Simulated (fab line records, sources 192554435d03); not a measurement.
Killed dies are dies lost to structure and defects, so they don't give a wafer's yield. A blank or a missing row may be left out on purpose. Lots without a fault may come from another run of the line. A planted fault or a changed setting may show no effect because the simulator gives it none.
Chamber matching | flow n5_finfet | N5_HKMG_FIN_ETCH_67 on rie_diel-01: 4 sister chambers
The step etches SOC in N2/H2, stops on TiN, target depth 388.9 nm. 7 wafers are shown with their chamber, then 7 later ones without.

WAFERS WITH THEIR CHAMBER
wafer  | chamber | throttle_valve_pct (%) | bias_w (W)
L075.4 | 3       | 17.78                  | 60.96
L076.2 | 2       | 17.64                  | 61.11
L082.5 | 0       | 17.89                  | 61.05
L086.1 | 2       | 17.24                  | 61.05
L086.6 | 1       | 17.87                  | 61.18
L090.1 | 0       | 17.92                  | 60.89
L090.4 | 1       | 17.88                  | 61.16

WAFERS WITHOUT THEIR CHAMBER
wafer  | throttle_valve_pct (%) | bias_w (W)
L090.5 | 17.94                  | 60.98
L092.1 | 17.34                  | 60.71
L092.4 | 17.93                  | 61.04
L092.6 | 17.34                  | 61.07
L094.3 | 17.28                  | 61.16
L094.4 | 17.35                  | 61.04
L094.6 | 17.93                  | 60.88

WHICH CHAMBER EACH WENT THROUGH
wafer  | from the rows above          | in truth
L090.5 | can't be placed: 0 or 3      | 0
L092.1 | can't be placed: 3 or 0 or 2 | 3
L092.4 | can't be placed: 0 or 3 or 1 | 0
L092.6 | 2                            | 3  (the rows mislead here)
L094.3 | 2                            | 2
L094.4 | 2                            | 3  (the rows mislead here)
L094.6 | can't be placed: 0 or 3      | 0
Placed correctly: 1 of 7. Can't be placed from these rows: 4 (the true chamber is among the candidates in 4). Placed wrongly: 2.
How it was worked out, from the rows above alone: a wafer's distance from a chamber is the root of the sum, over the readings, of the square of ((its reading less the chamber's mean) divided by the reading's scatter). The wafer belongs to the nearest chamber; if the next one is less than 2 further off, it can't be placed. A chamber's mean is the mean of its shown wafers. The scatter: the root of (the sum of the squares of (reading less its chamber's mean) over the shown wafers, divided by (wafers less chambers)).
